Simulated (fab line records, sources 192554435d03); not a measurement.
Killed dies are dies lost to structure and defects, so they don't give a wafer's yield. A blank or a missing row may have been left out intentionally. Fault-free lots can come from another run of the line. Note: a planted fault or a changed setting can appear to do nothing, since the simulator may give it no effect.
Matching of chambers    flow n5_finfet    4 sister chambers for N5_DUMMY_REMOVAL_HM_STRIP_01 on rie_diel-02
The step strips SiNx in CH3F/O2, stops on poly-Si, target depth 4 nm, time 6.8 s. 4 wafers are shown with their chamber, then 7 later ones without.

== EACH WAFER AND ITS CHAMBER ==
wafer   chamber  showerhead_plenum_p_Torr (Torr)
L082.6  1        1.91
L085.6  0        2.05
L088.2  2        1.98
L088.3  3        1.96

== WAFERS MISSING THEIR CHAMBER ==
wafer   showerhead_plenum_p_Torr (Torr)
L088.6  2.04
L090.2  1.90
L090.4  1.96
L090.6  1.98
L095.2  2.04
L095.5  2.04
L095.6  1.96

== EACH ONE'S CHAMBER ==
wafer   from the rows above  in truth
L088.6  0                    0
L090.2  1                    1
L090.4  3                    3
L090.6  2                    2
L095.2  0                    0
L095.5  0                    0
L095.6  3                    3
7 of 7 placed correctly. From these rows, 0 cannot be placed. Placed wrongly: 0.
How it was worked out, from the rows above alone: a wafer's distance from a chamber is the root of the sum, over the readings, of the square of ((its reading less the chamber's mean) divided by the reading's scatter). The wafer belongs to the nearest chamber; if the next one is less than 2 further off, it can't be placed. For every chamber, the mean is computed from those of its wafers that are shown. The scatter: root of mean squared gap, hidden wafer to nearest shown wafer, with one shown wafer a chamber.
